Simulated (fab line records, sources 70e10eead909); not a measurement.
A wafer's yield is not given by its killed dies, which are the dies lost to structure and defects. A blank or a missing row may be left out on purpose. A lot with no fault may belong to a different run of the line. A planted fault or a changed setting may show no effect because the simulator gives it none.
Chamber matching :: flow nandHarc :: NHARC_P_BONDPAD_CMP_32 on cmp-03: 4 sister chambers
The step polishes SiCN, target thk 200 nm. 14 wafers are shown with their chamber, then 7 later ones without.

WAFERS WITH THEIR CHAMBER
wafer: L075.1
chamber: 3
motorCurrentA (A): 11.2

wafer: L075.2
chamber: 2
motorCurrentA (A): 10.3

wafer: L075.5
chamber: 1
motorCurrentA (A): 13.4

wafer: L085.1
chamber: 3
motorCurrentA (A): 10.3

wafer: L085.4
chamber: 2
motorCurrentA (A): 10.6

wafer: L085.6
chamber: 1
motorCurrentA (A): 13.7

wafer: L088.1
chamber: 0
motorCurrentA (A): 14.1

wafer: L088.2
chamber: 1
motorCurrentA (A): 13.4

wafer: L088.4
chamber: 3
motorCurrentA (A): 10.6

wafer: L090.3
chamber: 0
motorCurrentA (A): 12.9

wafer: L090.5
chamber: 1
motorCurrentA (A): 13.5

wafer: L090.6
chamber: 0
motorCurrentA (A): 13.5

wafer: L091.1
chamber: 1
motorCurrentA (A): 14.2

wafer: L091.4
chamber: 0
motorCurrentA (A): 13.8

SIGNATURES (averages over the wafers above)
reading: motorCurrentA
chamber 0: 13.575
chamber 1: 13.640
chamber 2: 10.450
chamber 3: 10.700
scatter within a chamber: 0.413
Rule: distance of a wafer from a chamber = root of the sum over the readings of ((wafer's reading minus chamber's mean) / reading's scatter) squared. If the next closest chamber is less than 2 further off than the closest, the wafer can't be placed; otherwise it belongs to the closest. The scatter is the square root of a quotient: the sum, over the shown wafers, of each reading's squared deviation from its chamber's mean, divided by wafers minus chambers.

WAFERS WHOSE CHAMBER IS MISSING
wafer: L091.6
motorCurrentA (A): 10.6

wafer: L092.2
motorCurrentA (A): 14.0

wafer: L092.3
motorCurrentA (A): 10.9

wafer: L092.5
motorCurrentA (A): 10.1

wafer: L096.1
motorCurrentA (A): 13.5

wafer: L096.4
motorCurrentA (A): 11.1

wafer: L096.5
motorCurrentA (A): 14.3

WHICH CHAMBER EACH WENT THROUGH
wafer: L091.6
from the rows above: can't be placed: 3 or 2
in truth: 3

wafer: L092.2
from the rows above: can't be placed: 1 or 0
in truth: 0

wafer: L092.3
from the rows above: can't be placed: 3 or 2
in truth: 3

wafer: L092.5
from the rows above: can't be placed: 2 or 3
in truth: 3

wafer: L096.1
from the rows above: can't be placed: 0 or 1
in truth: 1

wafer: L096.4
from the rows above: can't be placed: 3 or 2
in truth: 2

wafer: L096.5
from the rows above: can't be placed: 1 or 0
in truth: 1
Correct placement for 0 of the 7. These rows do not allow placing 7 (true chamber among the candidates in 7). Placed wrongly: 0.
